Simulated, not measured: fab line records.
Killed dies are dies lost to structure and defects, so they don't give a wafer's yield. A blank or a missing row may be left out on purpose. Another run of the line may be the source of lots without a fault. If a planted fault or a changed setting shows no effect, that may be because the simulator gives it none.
Matching of chambers	flow n5-finfet	N5_BEOL_M0_SAQP_ALD_48 on ald-sin-02: 4 sister chambers
The step deposits SiO2, target thk 20 nm, pulse time 1 s, co reactant pulse time 1 s. 27 wafers are shown with their chamber, then 12 later ones without.

== WAFERS WITH THEIR CHAMBER ==
wafer	chamber	heater-power-outer-w (W)	heater-power-w (W)	precursor-pulse-height-rel
L075.4	3	31	59	1.001
L075.5	0	44	82	1.010
L075.6	1	44	81	1.049
L078.1	2	42	81	0.998
L078.3	0	44	81	1.000
L078.4	3	31	62	0.985
L079.2	0	44	80	1.008
L079.5	0	44	81	1.005
L079.6	1	45	84	1.005
L080.2	2	41	85	0.956
L080.3	0	44	84	0.983
L080.6	1	45	81	0.972
L081.3	0	44	81	0.990
L081.5	1	44	83	0.977
L081.6	2	42	81	0.973
L082.2	2	41	80	0.987
L082.4	1	45	81	1.035
L082.5	1	45	82	0.997
L085.1	0	44	78	1.004
L085.2	3	32	62	0.973
L085.3	2	41	81	0.987
L086.4	0	43	82	1.002
L086.5	1	45	81	0.995
L086.6	2	42	81	0.988
L088.2	0	45	83	0.987
L088.3	3	31	60	1.017
L088.5	3	32	63	1.010

SIGNATURES (averages over the wafers above)
reading	chamber 0	chamber 1	chamber 2	chamber 3	scatter within a chamber
heater-power-outer-w	44.00	44.71	41.50	31.40	0.516
heater-power-w	81.33	81.86	81.50	61.20	1.6
precursor-pulse-height-rel	0.99878	1.00429	0.98150	0.99720	0.0187
Rule: for each reading, subtract the chamber's mean from the wafer's reading, divide by that reading's scatter and square the result; add these up over the readings and take the root, which gives the wafer's distance from the chamber. If the next closest chamber is less than 2 further off than the closest, the wafer can't be placed; otherwise it belongs to the closest. The scatter: the root of (the sum of the squares of (reading less its chamber's mean) over the shown wafers, divided by (wafers less chambers)).

== WAFERS MISSING THEIR CHAMBER ==
wafer	heater-power-outer-w (W)	heater-power-w (W)	precursor-pulse-height-rel
L090.2	31	62	0.979
L090.3	42	80	1.035
L090.4	44	82	1.004
L091.1	31	60	0.983
L091.3	42	80	0.992
L091.6	44	82	1.013
L093.1	41	80	1.004
L093.3	32	60	1.000
L093.6	42	82	0.970
L095.2	45	82	0.989
L095.3	31	60	0.982
L095.6	42	81	0.984

== WHICH CHAMBER EACH ONE RAN IN ==
wafer	from the rows above	in truth
L090.2	3	3
L090.3	can't be placed: 2 or 0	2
L090.4	can't be placed: 0 or 1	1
L091.1	3	3
L091.3	2	2
L091.6	can't be placed: 0 or 1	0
L093.1	2	2
L093.3	3	3
L093.6	2	2
L095.2	can't be placed: 1 or 0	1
L095.3	3	3
L095.6	2	2
Correctly placed: 8 of 12. Not placeable from these rows: 4 (in 4, the candidates include the true chamber). Placed wrongly: 0.
